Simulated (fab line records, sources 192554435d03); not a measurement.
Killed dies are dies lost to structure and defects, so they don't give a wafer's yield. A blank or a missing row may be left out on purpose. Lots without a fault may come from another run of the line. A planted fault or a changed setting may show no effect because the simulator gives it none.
One fault seen from 3 desks | flow n5_finfet | each desk has only its own numbers; what lay behind them comes last

THE TOOL OWNER'S DESK: rie_diel-01
The tool's own readings at N5_BEOL_M4_ETCH_64 (etches SOC in N2/H2, target depth 75 nm, overetch 22.5 nm, time 121.9 s): means of the sampled wafers that have a number, for each lot that ran on this tool. A lot is out of limits, marked OUT, if its mean lies more than 4 standard deviations from the usual mean; the brackets give that distance.
Columns: A = drypump_motor_current_A at N5_BEOL_M4_ETCH_64, usual 5.45 A; B = oes_product_au at N5_BEOL_M4_ETCH_64, usual 0.60 a.u.; C = rf_vpp_V at N5_BEOL_M4_ETCH_64, usual 523.4 V; D = showerhead_plenum_p_Torr at N5_BEOL_M4_ETCH_64, usual 2.52 Torr; E = throttle_valve_pct at N5_BEOL_M4_ETCH_64, usual 17.73 %
lot  | first seen here | A    | B    | C     | D    | E
L284 | day 11 15:55    | 5.33 | 0.56 | 523.7 | 2.56 | 17.80
L288 | day 11 16:49    | 5.54 | 0.54 | 521.0 | 2.46 | 17.84
This desk's finding: nothing out of limits on any of the 2 lots.

THE METROLOGY DESK
What the gauges read, lot by lot, whatever tool the lot ran on: means of the sampled wafers that have a number. A lot is out of limits, marked OUT, if its mean lies more than 4 standard deviations from the usual mean; the brackets give that distance. Of its 12 readings 7 are shown: those that lie furthest out on some lot.
Columns: A = cd_nm at N5_BEOL_M4_CD_MEAS_11, usual 16.81 nm; B = M4_OVL at N5_BEOL_M4_OVL_MEAS_12, usual -0.6 nm; C = IOFF_P at N5_BEOL_M4_RC_MEAS_101, usual 0.22 nA/um; D = ION_N at N5_BEOL_M4_RC_MEAS_101, usual 675 uA/um; E = ION_P at N5_BEOL_M4_RC_MEAS_101, usual 463 uA/um; F = SS_P at N5_BEOL_M4_RC_MEAS_101, usual 73.4 mV/dec; G = VT_P at N5_BEOL_M4_RC_MEAS_101, usual -250 mV
lot  | first seen here | A     | B    | C    | D   | E   | F    | G
L271 | day 8 02:08     | 16.65 | -0.3 | 0.20 | 671 | 458 | 74.1 | -254
L284 | day 11 15:43    | 16.83 | -0.6 | 0.21 | 684 | 468 | 73.7 | -251
L288 | day 11 16:30    | 16.95 | -0.9 | 0.21 | 686 | 464 | 74.0 | -251
L285 | day 11 22:39    | 17.22 | -1.1 | 0.26 | 688 | 477 | 73.7 | -245
L294 | day 14 07:39    | 16.80 | 0.1  | 0.22 | 672 | 464 | 72.9 | -249
This desk's finding: nothing out of limits on any of the 5 lots.

THE DEFECT DESK
What the inspections along the route counted, lot by lot: means of the sampled wafers that have a number. A lot is out of limits, marked OUT, if its mean lies more than 4 standard deviations from the usual mean; the brackets give that distance.
Columns: A = raw_defect_count at N5_BEOL_M4_INSPECT_13, usual 419
lot  | first seen here | A
L271 | day 8 02:13     | 343
L284 | day 11 15:49    | 344
L288 | day 11 16:35    | 443
L285 | day 11 22:44    | 502
L294 | day 14 07:44    | 515
This desk's finding: nothing out of limits on any of the 5 lots.

PUT TOGETHER
The tool owner's desk saw nothing out of limits.
The metrology desk saw nothing out of limits.
The defect desk saw nothing out of limits.

WHAT THE SIMULATOR HAD PUT IN
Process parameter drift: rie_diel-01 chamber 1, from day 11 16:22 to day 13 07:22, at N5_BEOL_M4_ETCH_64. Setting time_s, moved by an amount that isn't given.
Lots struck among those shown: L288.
